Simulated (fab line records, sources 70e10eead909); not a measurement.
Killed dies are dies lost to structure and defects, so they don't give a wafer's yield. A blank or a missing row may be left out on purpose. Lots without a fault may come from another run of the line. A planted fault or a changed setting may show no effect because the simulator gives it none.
fab line records | flow nand_harc
record lots=12 wafers=36 last_day=33
route steps=1302 shown A_CONTACT@1058 END@1302
lots that met no fault: from a run of the same line without faults
start_h: hours from the record's first day to the start of the lot's first wafer shown | wait_h: hours since the lot's step before | " the same as in the row above | L1.1+2: a row that stands for several wafers | - no value, or no start given | * or withheld: withheld | < > ~ a bound
route shown NAME@n: a module of which the file shows steps, and the number in the route of the first | usual: mean/standard deviation of fault-free wafers | same: alike in all rows | chamber/n: place in a boat | sites: the reading at each site | _std_site: their standard deviation | _edge_site: outer sites' mean less inner sites' | radius_mm: how far each site lies from the wafer's centre | mask NAME#n: copy n | behind: the tool/chamber that last shaped the wafer | hold: why the lot was held/for how many hours/how that ended | device: the transistor (n, p or np) that didn't switch | end of line: the same wafers' tests at the end of the route | a step without rows: its recipe alone | killed: dies lost to structure and defects at the first sort, not the wafer's yield | map: a wafer's dies, x killed, . not, _ none there
set.NAME: the setting as run; set.NAME@STEP: as run at that earlier step | model.NAME: the simulator's own value behind a step, which no gauge read
steps of the route over a sample of lots; a table a step, a row a wafer
services: from which hour (start_h, from the record's first day; less than 0 if before it) a tool's chamber was out of use, for how many hours, and why
## steps
# step NHARC_A_CONTACT_ETCH_97
# recipe target_depth_a=200 over_etch_frac=0.5 time_s=10 ion_energy_ev=250 c4f6_flow_sccm=25 o2_flow_sccm=20 ar_flow_sccm=500 rf_w=600 bias_w=500 chemistry=C4F6/O2
# usual drypump_motor_current_A=5.7/0.58 oes_product_au=0.960/0.02 rf_vpp_V=546/4.2 showerhead_plenum_p_Torr=3.88/0.2 throttle_valve_pct=26.903/0.0091
# columns lot.wafer tool chamber start_h wait_h drypump_motor_current_A oes_product_au rf_hours_counter_h rf_vpp_V showerhead_plenum_p_Torr throttle_valve_pct
L676.1 rie_diel-05 3 - - 5.8 0.941 28 542 3.70 26.908
L676.6 " 3 " " 5.8 0.938 - 543 3.70 26.892
L676.5 " 0 " " 6.7 0.953 - 542 3.69 26.908
L677.4 rie_diel-01 1 - - 5.0 0.948 22 553 4.21 26.894
L677.3 " 3 " " 6.3 0.965 22 543 3.76 26.898
L677.2 " 0 " " 6.0 0.950 21 544 3.73 26.908
L679.3 rie_diel-05 0 - - 6.7 0.969 40 541 3.68 26.907
L679.1 " 2 " " 6.3 0.950 48 547 3.96 26.909
L679.5 " 1 " " 5.3 0.939 - 541 3.74 26.906
L680.3 rie_diel-05 2 - - 6.2 0.939 51 547 3.96 26.902
L680.6 " 2 " " 6.2 0.945 - 547 3.96 26.896
L680.5 " 3 " " 5.8 0.930 - 541 3.69 26.907
L684.4 rie_diel-01 2 - - 5.0 0.945 8 548 3.94 26.914
L684.1 " 0 " " 6.0 0.953 8 545 3.72 26.912
L684.6 " 2 " " 4.9 0.950 - 548 3.94 26.904
L685.3 rie_diel-05 0 - - 6.7 0.994 3 542 3.67 26.900
L685.2 " 1 " " 5.4 1.005 3 543 3.73 26.895
L685.6 " 0 " " 6.7 1.003 - 540 3.68 26.911
L687.4 rie_diel-11 2 620.62 0.1 5.5 1.007 0 553 4.23 26.923
L687.1 " 1 " " 5.8 1.003 0 544 3.77 26.886
L687.6 " 3 " " 5.4 1.014 - 553 4.15 26.910
L690.3 rie_diel-01 1 - - 5.0 0.948 17 552 4.20 26.901
L690.4 " 2 " " 5.0 0.954 16 548 3.93 26.892
L690.5 " 1 " " 4.9 0.949 - 554 4.20 26.908
L692.3 rie_diel-05 2 - - 6.2 0.960 28 547 3.93 26.913
L692.1 " 3 " " 5.8 0.952 27 541 3.67 26.905
L692.4 " 0 " " 6.7 0.926 19 541 3.67 26.907
L695.4 rie_diel-01 1 - - 5.0 0.967 22 553 4.19 26.884
L695.1 " 2 " " 5.0 0.969 21 548 3.93 26.890
L695.5 " 1 " " 5.0 0.967 - 552 4.19 26.881
L697.1 rie_diel-01 0 722.23 0.1 6.0 0.967 28 543 3.71 26.887
L697.6 " 1 " " 5.0 0.956 - 550 4.19 26.899
L697.5 " 3 " " 6.3 0.961 - 542 3.74 26.891
L698.1 rie_diel-01 3 734.59 0.2 6.3 0.965 32 542 3.74 26.907
L698.4 " 3 " " 6.3 0.969 - 542 3.74 26.907
L698.5 " 0 " " 6.0 0.966 - 542 3.71 26.895
# step NHARC_A_CONTACT_SOFTBAKE_03
# recipe temp_c=105 time_s=55
# usual heater_power_total_W=188.46/0.14
# columns lot.wafer tool chamber start_h wait_h heater_power_total_W
L676.1 litho_track-06 0 507 - 188.78
L676.5 " 0 " " 188.36
L676.6 " 0 " " 188.45
L677.2 litho_track-06 0 524 - 188.28
L677.3 " 0 " " 188.32
L677.4 " 0 " " 188.29
L679.1 litho_track-01 0 549 - 188.68
L679.3 " 0 " " 188.30
L679.5 " 0 " " 188.45
L680.3 litho_track-06 0 566 - 188.37
L680.5 " 0 " " 188.47
L680.6 " 0 " " 188.51
L684.1 litho_track-01 0 602 - 208.50
L684.4 " 0 " " 208.26
L684.6 " 0 " " 208.47
L685.2 litho_track-06 0 609 - 188.38
L685.3 " 0 " " 188.33
L685.6 " 0 " " 188.50
L687.1 litho_track-01 0 624 - 208.34
L687.4 " 0 " " 208.26
L687.6 " 0 " " 208.57
L690.3 litho_track-06 0 665 - 188.27
L690.4 " 0 " " 188.64
L690.5 " 0 " " 188.32
L692.1 litho_track-06 0 674 - 188.54
L692.3 " 0 " " 188.47
L692.4 " 0 " " 188.34
L695.1 litho_track-01 0 696 - 188.61
L695.4 " 0 " " 188.59
L695.5 " 0 " " 188.59
L697.1 litho_track-01 0 726 - 188.41
L697.5 " 0 " " 188.64
L697.6 " 0 " " 188.72
L698.1 litho_track-01 0 742 - 188.35
L698.4 " 0 " " 188.47
L698.5 " 0 " " 188.39
# step NHARC_A_CONTACT_OVL_MEAS_09
# usual overlay_x_nm=-0.1/0.93 overlay_y_nm=0.2/0.73
# columns lot.wafer tool chamber start_h wait_h overlay_x_nm overlay_y_nm
L676.1 overlay-02 - 508.08 - 0.4 -0.6
L676.5 " - " " -0.2 -0.4
L676.6 " - " " -0.1 -0.1
L677.2 overlay-01 - 524.71 - -1.5 -0.8
L677.3 " - " " -1.3 -0.3
L677.4 " - " " -1.0 -0.1
L679.1 overlay-02 - 549.98 - -0.5 -0.4
L679.3 " - " " 0.0 0.1
L679.5 " - " " -0.6 -0.1
L680.3 overlay-01 - 566.87 - -0.1 0.2
L680.5 " - " " 0.0 0.2
L680.6 " - " " -0.5 0.6
L684.1 overlay-01 - 602.66 - 1.2 -0.3
L684.4 " - " " 0.7 -0.3
L684.6 " - " " 1.5 -0.3
L685.2 overlay-02 - 609.69 - 0.8 -0.2
L685.3 " - " " 1.1 0.3
L685.6 " - " " 1.0 0.4
L687.1 overlay-01 - 625.32 - -0.1 -1.2
L687.4 " - " " -0.3 -0.7
L687.6 " - " " 0.3 -0.6
L690.3 overlay-01 - 665.66 - -0.7 -0.6
L690.4 " - " " -0.7 -0.8
L690.5 " - " " -0.2 -0.7
L692.1 overlay-02 - 675.42 - 0.1 0.6
L692.3 " - " " 0.5 0.3
L692.4 " - " " 1.1 1.1
L695.1 overlay-01 - 697.05 - -0.2 1.7
L695.4 " - " " -1.1 2.4
L695.5 " - " " -0.9 1.8
L697.1 overlay-01 - 726.92 - -0.2 -0.6
L697.5 " - " " 0.1 0.0
L697.6 " - " " -0.3 0.0
L698.1 overlay-02 - 742.88 - -2.0 -0.7
L698.4 " - " " -2.6 -0.5
L698.5 " - " " -1.9 -0.8
# step NHARC_A_CONTACT_ETCH_89
# recipe target_depth_a=2600 over_etch_frac=0.3 time_s=475.3 ion_energy_ev=200 n2_flow_sccm=150 h2_flow_sccm=150 ar_flow_sccm=0 rf_w=400 bias_w=150 chemistry=N2/H2
# usual drypump_motor_current_A=5.7/0.55 h2_flow_sccm=150.0/0.45 oes_product_au=1.005/0.01 rf_vpp_V=430/3.2 showerhead_plenum_p_Torr=2.02/0.12 throttle_valve_pct=14.170/0.0092
# columns lot.wafer tool chamber start_h wait_h drypump_motor_current_A h2_flow_sccm oes_product_au rf_hours_counter_h rf_vpp_V showerhead_plenum_p_Torr throttle_valve_pct
L676.1 rie_diel-05 0 - - 6.7 149.3 1.008 27 428 1.90 14.167
L676.5 " 2 " " 6.2 149.6 1.005 - 431 2.07 14.171
L676.6 " 3 " " 5.8 149.5 1.001 - 427 1.91 14.164
L677.4 rie_diel-01 1 - - 4.9 149.9 1.009 23 435 2.21 14.168
L677.3 " 2 " " 4.9 150.0 1.017 23 429 2.05 14.168
L677.2 " 3 " " 6.3 150.1 1.010 22 427 1.94 14.147
L679.3 rie_diel-01 1 - - 4.9 149.9 0.985 28 434 2.21 14.176
L679.1 " 3 " " 6.3 150.0 1.003 26 429 1.94 14.180
L679.5 " 1 " " 5.0 149.7 0.997 - 435 2.21 14.167
L680.3 rie_diel-01 1 - - 5.0 150.0 0.987 0 436 2.21 14.167
L680.6 " 3 " " 6.3 149.8 0.999 - 427 1.94 14.165
L680.5 " 0 " " 6.0 149.7 1.001 - 427 1.92 14.164
L684.4 rie_diel-11 2 - - 5.5 150.2 1.005 54 426 1.88 14.178
L684.1 " 1 " " 5.8 150.3 0.980 54 428 1.95 14.176
L684.6 " 2 " " 5.5 150.7 1.007 - 426 1.88 14.163
L685.2 rie_diel-11 1 - - 5.8 149.9 0.982 55 428 1.95 14.155
L685.3 " 2 " " 5.5 150.2 1.022 55 427 1.88 14.171
L685.6 " 3 " " 5.4 150.0 0.997 - 435 2.18 14.163
L687.1 rie_diel-05 3 - - 5.8 149.8 1.012 13 426 1.89 14.163
L687.6 " 3 " " 5.8 150.4 1.004 - 426 1.90 14.162
L687.4 " 2 " " 6.2 150.1 1.005 - 430 2.05 14.170
L690.3 rie_diel-11 1 - - 5.8 149.9 0.991 16 427 1.94 14.186
L690.4 " 2 " " 5.5 149.9 0.990 12 435 2.21 14.172
L690.5 " 1 " " 5.8 150.3 1.001 - 428 1.94 14.159
L692.4 rie_diel-01 3 - - 6.3 150.6 1.009 20 427 1.93 14.165
L692.3 " 0 " " 6.0 150.2 1.006 20 425 1.92 14.176
L692.1 " 1 " " 4.9 150.3 1.015 19 435 2.20 14.169
L695.4 rie_diel-01 0 - - 6.0 150.1 0.991 24 426 1.92 14.170
L695.1 " 3 " " 6.3 149.6 1.017 24 428 1.93 14.180
L695.5 " 1 " " 4.9 150.3 1.007 - 434 2.20 14.163
L697.1 rie_diel-01 0 - - 6.0 150.6 1.005 30 428 1.91 14.188
L697.5 " 3 " " 6.3 149.8 1.008 - 428 1.93 14.188
L697.6 " 0 " " 6.0 150.3 1.010 - 427 1.91 14.178
L698.1 rie_diel-11 1 - - 5.8 150.0 0.991 41 427 1.94 14.167
L698.4 " 0 " " 6.2 150.4 1.002 39 429 1.97 14.174
L698.5 " 1 " " 5.8 150.0 1.001 - 429 1.94 14.154
# step NHARC_END_SORT_01
# recipe temp_c=25
# usual killed_at_array=62/15 killed_at_other=0.8/1 killed_at_periphery=3.7/2.6 killed_dies=66/15 killed_open=3.1/1.8 killed_short=2.6/1.7
# same gross_dies=677
# columns lot.wafer tool chamber start_h wait_h killed_at_array killed_at_other killed_at_periphery killed_dies killed_open killed_short
L685.2 prober-02 0 660.38 2.8 67 0 3 70 3 2
L685.3 prober-02 0 661.18 3.1 49 1 6 56 2 2
L685.6 prober-02 0 663.59 4.0 51 0 7 58 2 5
L690.3 prober-01 0 715.44 3.1 36 3 1 40 0 1
L690.4 prober-01 0 716.24 3.4 59 4 1 64 0 3
L690.5 prober-01 0 717.03 3.7 43 3 3 49 4 3
L695.1 prober-01 0 747.54 2.5 56 3 3 62 2 0
L695.4 prober-01 0 749.94 3.4 81 2 4 87 6 4
L695.5 prober-01 0 750.74 3.7 87 0 6 93 2 6
# killed by level:class
L685.2 A_SLIT:chamber_film_flake=39 A_CHANNEL_HOLE_D2:chamber_film_flake=16 A_CHANNEL_HOLE_D1:chamber_film_flake=5 A_CONTACT:chamber_film_flake=3 P_M2:geometric_particle:short=1 A_ONON_D2:geometric_particle:open=1 A_SGD_CUT:geometric_particle:short=1 A_BLC:geometric_particle:open=1
L685.3 A_SLIT:chamber_film_flake=28 A_CHANNEL_HOLE_D2:chamber_film_flake=9 A_CONTACT:chamber_film_flake=6 P_M2:chamber_film_flake=3 P_STI:chamber_film_flake=2 P_CONTACT:geometric_particle:open=1 A_ONON_D1:geometric_particle:open=1 A_BLC:geometric_particle:short=1
L685.6 A_SLIT:chamber_film_flake=24 A_CHANNEL_HOLE_D2:chamber_film_flake=11 A_CHANNEL_HOLE_D1:chamber_film_flake=6 P_M2:chamber_film_flake=3 A_CONTACT:chamber_film_flake=3 P_STI:chamber_film_flake=2 A_STAIRCASE:chamber_film_flake=2 P_GATE:geometric_particle:short=1
L690.3 A_CHANNEL_HOLE_D1:chamber_film_flake=23 A_STAIRCASE:chamber_film_flake=3 A_SLIT:chamber_film_flake=3 A_CONTACT:chamber_film_flake=3 THIN_TSV:chamber_film_flake=3 A_WL_FILL:geometric_particle:short=1 P_GATE:chamber_film_flake=1 A_ZERO_WELL:chamber_film_flake=1
L690.4 A_CHANNEL_HOLE_D1:chamber_film_flake=37 A_CHANNEL_FILL_D2:chamber_film_flake=5 A_BLC:chamber_film_flake=4 THIN_TSV:chamber_film_flake=4 A_STAIRCASE:chamber_film_flake=3 A_CONTACT:chamber_film_flake=3 A_WL_FILL:geometric_particle:short=2 A_SLIT:chamber_film_flake=2
L690.5 A_CHANNEL_HOLE_D1:chamber_film_flake=23 A_STAIRCASE:chamber_film_flake=7 A_SLIT:chamber_film_flake=3 THIN_TSV:chamber_film_flake=3 A_DECK1_JOINT:chamber_film_flake=2 P_ZERO_WELL:geometric_particle:open=1 A_ONON_D1:geometric_particle:open=1 A_CHANNEL_FILL_D1:geometric_particle:short=1
L695.1 A_CHANNEL_HOLE_D2:chamber_film_flake=20 A_SLIT:chamber_film_flake=15 A_CHANNEL_HOLE_D1:chamber_film_flake=12 P_BONDPAD:chamber_film_flake=3 A_STAIRCASE:chamber_film_flake=3 A_WL_FILL:chamber_film_flake=3 THIN_TSV:chamber_film_flake=3 A_CHANNEL_FILL_D2:geometric_particle:open=1
L695.4 A_SLIT:chamber_film_flake=31 A_CHANNEL_HOLE_D1:chamber_film_flake=14 A_CHANNEL_HOLE_D2:chamber_film_flake=13 A_STAIRCASE:chamber_film_flake=7 A_WL_FILL:chamber_film_flake=3 A_CHANNEL_HOLE_D1:geometric_particle:open=2 A_M0:geometric_particle:open=2 P_BONDPAD:chamber_film_flake=2
L695.5 A_CHANNEL_HOLE_D2:chamber_film_flake=30 A_SLIT:chamber_film_flake=29 A_CHANNEL_HOLE_D1:chamber_film_flake=8 A_STAIRCASE:chamber_film_flake=8 P_BONDPAD:chamber_film_flake=4 A_WL_FILL:chamber_film_flake=4 A_ONON_D1:geometric_particle:short=2 A_CONTACT:chamber_film_flake=2
## services
# columns tool chamber start_h hours kind
rie_diel-01 0 487.89 - clean
rie_diel-01 1 487.89 - clean
rie_diel-01 2 487.89 - clean
rie_diel-01 3 487.89 - clean
litho_track-01 - 505.00 7.0 pm
rie_diel-01 0 512.39 - clean
rie_diel-01 1 512.39 - clean
rie_diel-01 2 512.39 - clean
rie_diel-01 3 512.39 - clean
litho_track-06 - 529.00 7.0 pm
rie_diel-01 0 536.89 - clean
rie_diel-01 1 536.89 - clean
rie_diel-01 2 536.89 - clean
rie_diel-01 3 536.89 - clean
rie_diel-01 - 557.82 9.0 pm
rie_diel-01 0 557.82 9.0 vent_cycle
rie_diel-11 2 580.32 2.7 repair
rie_diel-05 - 583.66 9.0 pm
rie_diel-11 - 610.70 9.0 pm
rie_diel-05 0 624.22 17.4 repair
rie_diel-11 2 643.46 6.4 repair
litho_track-01 - 680.00 7.0 pm
litho_track-06 - 704.00 7.0 pm
rie_diel-01 - 734.82 9.0 pm
## key
first_sign step=NHARC_A_CONTACT_SOFTBAKE_03 reading=heater_power_total_W direction=up sigmas=99+ usual=* struck=*
effect none on later readings
met_at NHARC_A_CONTACT_SOFTBAKE_03
struck_lots L684,L687
tester_left_out L684,L687
not_acting_at NHARC_A_CONTACT_ETCH_97,NHARC_A_CONTACT_OVL_MEAS_09,NHARC_A_CONTACT_ETCH_89
onset_between 549 602
fault kind=process_parameter_drift tool=litho_track-01 chamber=- onset_h=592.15 steps=NHARC_A_CONTACT_SOFTBAKE_03 channel=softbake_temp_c offset=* shape=step end_h=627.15 acts_in=* stated=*
# tester_left_out: of these lots the tester's yield and bins aren't shown, on N5 and GAA mostly nor the transistor test; their killed dies are dies lost to structure and defects alone, not to doping, threshold or leakage, so they don't give the yield
